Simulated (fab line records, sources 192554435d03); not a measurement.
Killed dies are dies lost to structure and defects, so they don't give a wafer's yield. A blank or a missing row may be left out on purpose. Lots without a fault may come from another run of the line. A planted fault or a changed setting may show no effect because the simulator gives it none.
Split-lot experiment | flow n5_finfet | 7 lots, 21 wafers read, on a route of 1938 steps

THE SPLIT
At N5_BEOL_M9_COAT_05 (resist thk 90 nm), the setting spin_rpm was moved away from the recipe's 1500 rpm on 10 of the 21 wafers read, by -6.1% to +3.5%. The other wafers ran this setting at the recipe's value.

FROM THE SPLIT TO THE READING: what the file shows between them, 3 steps
- N5_BEOL_M9_EBR_07
- N5_BEOL_M9_SOFTBAKE_06: time 60 s
- N5_BEOL_M9_DESCUM_16: chemistry O2, time 7.9 s

THE READING
CAR-ArF_of_BEOL_M9_COAT_05.thk_nm (the simulator's own value, which no gauge read), in nm, at N5_BEOL_M9_ETCH_61 (etches SiARC in CF4, target depth 39 nm, time 65 s). The file gives no usual value for it. The 11 wafers here that ran the recipe average 55.1 nm, standard deviation 0.62 nm.

wafer  | tool, chamber at the split | spin_rpm as run, rpm | against the recipe | CAR-ArF_of_BEOL_M9_COAT_05.thk_nm, nm | against lot-mates on the recipe
L075.1 | litho_track-05, 0          | 1500                 | recipe             | 54.4                                  | -
L075.3 | litho_track-05, 0          | 1500                 | recipe             | 54.4                                  | -
L075.4 | litho_track-05, 0          | 1500                 | recipe             | 55.2                                  | -
L077.2 | litho_track-05, 0          | 1500                 | recipe             | 55.6                                  | -
L077.3 | litho_track-05, 0          | 1500                 | recipe             | 55.6                                  | -
L077.4 | litho_track-05, 0          | 1500                 | recipe             | 55.8                                  | -
L078.2 | litho_track-01, 0          | 1425                 | -5.0%              | 57.6                                  | +3.6
L078.4 | litho_track-01, 0          | 1500                 | recipe             | 54                                    | -
L078.5 | litho_track-01, 0          | 1425                 | -5.0%              | 56.2                                  | +2.2
L081.3 | litho_track-05, 0          | 1446                 | -3.6%              | 57                                    | no lot-mate on the recipe
L081.4 | litho_track-05, 0          | 1446                 | -3.6%              | 57.2                                  | no lot-mate on the recipe
L081.6 | litho_track-05, 0          | 1446                 | -3.6%              | 57.4                                  | no lot-mate on the recipe
L079.3 | litho_track-01, 0          | 1552                 | +3.5%              | 54.4                                  | -1.4
L079.4 | litho_track-01, 0          | 1500                 | recipe             | 55.8                                  | -
L079.6 | litho_track-01, 0          | 1552                 | +3.5%              | 55.6                                  | -0.2
L082.2 | litho_track-05, 0          | 1409                 | -6.1%              | 58.6                                  | +3.0
L082.4 | litho_track-05, 0          | 1500                 | recipe             | 55.6                                  | -
L082.5 | litho_track-05, 0          | 1409                 | -6.1%              | 58.4                                  | +2.8
L088.3 | litho_track-05, 0          | 1500                 | recipe             | 55.4                                  | -
L088.5 | litho_track-05, 0          | 1500                 | recipe             | 54.6                                  | -
L088.6 | litho_track-05, 0          | 1447                 | -3.5%              | 57.2                                  | +2.2

THE FIT
A straight line over all 21 wafers: CAR-ArF_of_BEOL_M9_COAT_05.thk_nm changes by -0.403 nm for each +1% of spin_rpm; r = -0.84; the points scatter about the line by 0.75 nm.
The same after taking each lot's own level away (the mean of its wafers on the recipe; 18 wafers): -0.461 nm for each +1%; r = -0.94; scatter 0.51 nm.
On that fit, the largest move of spin_rpm shifts the reading by 2.8 nm.
The lots' own levels span 54.00 to 55.80 nm, that is 2.9 times the standard deviation above.
So the lot-to-lot level changes the slope: the two fits differ.
Check: with one of the wafers moved furthest among these (-6.1%) left out of the fit, the line predicts +2.99 nm for it against its lot-mates. It came out at +3 nm against them.

OTHER SPLITS ON THESE WAFERS
These wafers also went through other splits before the reading. Each is held against what the fit with the lots' levels taken away leaves over:
other split on the same wafers   | wafers away from the commonest value | r with CAR-ArF_of_BEOL_M9_COAT_05.thk_nm (lot level and that fit taken away)
N5_BEOL_M7_TRENCH_ETCH_37 time_s | 11                                   | +0.23
N5_BEOL_M7_ETCH_41 source_w      | 7                                    | +0.12
N5_BEOL_M9_COAT_60 spin_rpm      | 6                                    | +0.71

THE WHOLE CHAIN: every reading that the file lists as answering this split, in the file's order
step                 | what it does                                       | reading                                                                            | change (the file's fit)               | r (the file's)
N5_BEOL_M9_COAT_05   | resist thk 90 nm                                   | CAR-ArF_of_BEOL_M9_COAT_05.thk_nm (the simulator's own value, which no gauge read) | -0.455 nm for each +1% of the setting | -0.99
N5_BEOL_M9_DESCUM_16 | chemistry O2, time 7.9 s                           | CAR-ArF_of_BEOL_M9_COAT_05.thk_nm (the simulator's own value, which no gauge read) | -0.479 nm for each +1% of the setting | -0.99
N5_BEOL_M9_ETCH_61   | etches SiARC in CF4, target depth 39 nm, time 65 s | CAR-ArF_of_BEOL_M9_COAT_05.thk_nm (the simulator's own value, which no gauge read) | -0.494 nm for each +1% of the setting | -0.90

THE FILE'S OWN FIT
CAR-ArF_of_BEOL_M9_COAT_05.thk_nm changes by -0.494 nm for each +1% of spin_rpm, r = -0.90.
